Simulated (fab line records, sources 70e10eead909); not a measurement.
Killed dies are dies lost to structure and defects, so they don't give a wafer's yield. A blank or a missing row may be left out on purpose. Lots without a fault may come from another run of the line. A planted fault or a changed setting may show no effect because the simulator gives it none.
Chamber matching | flow nand_harc | NHARC_A_STAIRCASE_TRIM_220 on rie_diel-08: 4 sister chambers
The step chemistry O2, time 211.2 s. 8 wafers are shown with their chamber, then 11 later ones without.

WAFERS WITH THEIR CHAMBER
wafer  | chamber | showerhead_plenum_p_Torr (Torr) | oes_product_au (a.u.)
L077.6 | 2       | 3.71                            | 1.003
L083.3 | 1       | 3.43                            | 1.010
L083.4 | 0       | 3.59                            | 1.013
L083.6 | 2       | 3.71                            | 1.011
L092.1 | 3       | 3.36                            | 0.997
L092.5 | 0       | 3.58                            | 0.998
L092.6 | 3       | 3.36                            | 0.997
L092.2 | 1       | 3.42                            | 1.003

WAFERS WITHOUT THEIR CHAMBER
wafer  | showerhead_plenum_p_Torr (Torr) | oes_product_au (a.u.)
L092.3 | 3.58                            | 0.999
L092.4 | 3.69                            | 1.001
L094.1 | 3.69                            | 1.014
L094.2 | 3.58                            | 1.011
L094.6 | 3.42                            | 0.989
L096.2 | 3.58                            | 1.001
L096.5 | 3.42                            | 0.990
L096.6 | 3.69                            | 1.001
L097.3 | 3.58                            | 0.998
L097.4 | 3.42                            | 0.992
L097.6 | 3.35                            | 1.000

WHICH CHAMBER EACH WENT THROUGH
wafer  | from the rows above | in truth
L092.3 | 0                   | 0
L092.4 | 2                   | 2
L094.1 | 2                   | 2
L094.2 | 0                   | 0
L094.6 | 1                   | 1
L096.2 | 0                   | 0
L096.5 | 1                   | 1
L096.6 | 2                   | 2
L097.3 | 0                   | 0
L097.4 | 1                   | 1
L097.6 | 3                   | 3
Placed correctly: 11 of 11. Can't be placed from these rows: 0. Placed wrongly: 0.
How it was worked out, from the rows above alone: a wafer's distance from a chamber is the root of the sum, over the readings, of the square of ((its reading less the chamber's mean) divided by the reading's scatter). The wafer belongs to the nearest chamber; if the next one is less than 2 further off, it can't be placed. A chamber's mean is the mean of its shown wafers. The scatter: the root of (the sum of the squares of (reading less its chamber's mean) over the shown wafers, divided by (wafers less chambers)).
